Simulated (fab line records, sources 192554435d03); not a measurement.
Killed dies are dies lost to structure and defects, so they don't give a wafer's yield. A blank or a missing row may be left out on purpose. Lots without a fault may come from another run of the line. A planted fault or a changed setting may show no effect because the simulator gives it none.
Split-lot experiment | flow n5_finfet | 7 lots, 21 wafers read, on a route of 1938 steps

THE SPLIT
At N5_BEOL_M12_SPUTTER_44 (material Ta, target thk 10 nm, time 16.13 s), the setting time_s was moved away from the recipe's 16.13 s on 5 of the 21 wafers read, by -13.9% to +10.4%. The other wafers ran this setting at the recipe's value.

The reading is taken at the split's own step.

THE READING
Ta_of_BEOL_M12_SPUTTER_44.thk_nm (the simulator's own value, which no gauge read), in nm, at N5_BEOL_M12_SPUTTER_44 (material Ta, target thk 10 nm, time 16.13 s). The file gives no usual value for it. The 16 wafers here that ran the recipe average 9.8 nm, standard deviation 0.16 nm.

wafer  | tool, chamber at the split | time_s as run, s | against the recipe | Ta_of_BEOL_M12_SPUTTER_44.thk_nm, nm | against lot-mates on the recipe
L074.1 | pvd_sputter-03, -          | 16.13            | recipe             | 9.8                                  | -
L074.2 | pvd_sputter-03, -          | 16.13            | recipe             | 9.6                                  | -
L074.3 | pvd_sputter-03, -          | 16.13            | recipe             | 9.6                                  | -
L075.1 | pvd_sputter-01, -          | 16.13            | recipe             | 9.8                                  | -
L075.3 | pvd_sputter-01, -          | 16.13            | recipe             | 9.8                                  | -
L075.5 | pvd_sputter-01, -          | 16.98            | +5.3%              | 10.2                                 | +0.4
L081.2 | pvd_sputter-01, -          | 17.81            | +10.4%             | 10.8                                 | +0.8
L081.3 | pvd_sputter-01, -          | 17.81            | +10.4%             | 11                                   | +1.0
L081.4 | pvd_sputter-01, -          | 16.13            | recipe             | 10                                   | -
L084.3 | pvd_sputter-02, -          | 16.13            | recipe             | 10                                   | -
L084.4 | pvd_sputter-02, -          | 16.13            | recipe             | 10                                   | -
L084.6 | pvd_sputter-02, -          | 16.13            | recipe             | 10                                   | -
L085.1 | pvd_sputter-03, -          | 16.13            | recipe             | 10                                   | -
L085.6 | pvd_sputter-03, -          | 16.13            | recipe             | 10                                   | -
L085.2 | pvd_sputter-03, -          | 13.92            | -13.7%             | 8.4                                  | -1.6
L092.2 | pvd_sputter-02, -          | 16.13            | recipe             | 9.8                                  | -
L092.3 | pvd_sputter-02, -          | 16.13            | recipe             | 9.8                                  | -
L092.5 | pvd_sputter-02, -          | 13.88            | -13.9%             | 8.4                                  | -1.4
L094.2 | pvd_sputter-03, -          | 16.13            | recipe             | 9.6                                  | -
L094.3 | pvd_sputter-03, -          | 16.13            | recipe             | 9.6                                  | -
L094.6 | pvd_sputter-03, -          | 16.13            | recipe             | 9.8                                  | -

THE FIT
A straight line over all 21 wafers: Ta_of_BEOL_M12_SPUTTER_44.thk_nm changes by +0.102 nm for each +1% of time_s; r = +0.97; the points scatter about the line by 0.15 nm.
The same after taking each lot's own level away (the mean of its wafers on the recipe; 21 wafers): +0.0993 nm for each +1%; r = +0.99; scatter 0.092 nm.
On that fit, the largest move of time_s shifts the reading by 1.4 nm.
The lots' own levels span 9.67 to 10.00 nm, that is 2.1 times the standard deviation above.
So the lot-to-lot level changes the slope little: the two slopes agree.
Check: with one of the wafers moved furthest among these (-13.9%) left out of the fit, the line predicts -1.42 nm for it against its lot-mates. It came out at -1.4 nm against them.

OTHER SPLITS ON THESE WAFERS
These wafers also went through other splits before the reading. Each is held against what the fit with the lots' levels taken away leaves over:
other split on the same wafers   | wafers away from the commonest value | r with Ta_of_BEOL_M12_SPUTTER_44.thk_nm (lot level and that fit taken away)
N5_BEOL_M8_TRENCH_ETCH_37 time_s | 4                                    | +0.27
N5_BEOL_M9_COAT_22 spin_rpm      | 12                                   | +0.26
N5_BEOL_M9_ETCH_66 bias_w        | 4                                    | +0.02
N5_BEOL_M10_ETCH_62 time_s       | 9                                    | -0.35
N5_BEOL_M11_CURE_72 time_s       | 5                                    | +0.10

THE FILE'S OWN FIT
Ta_of_BEOL_M12_SPUTTER_44.thk_nm changes by +0.102 nm for each +1% of time_s, r = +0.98.
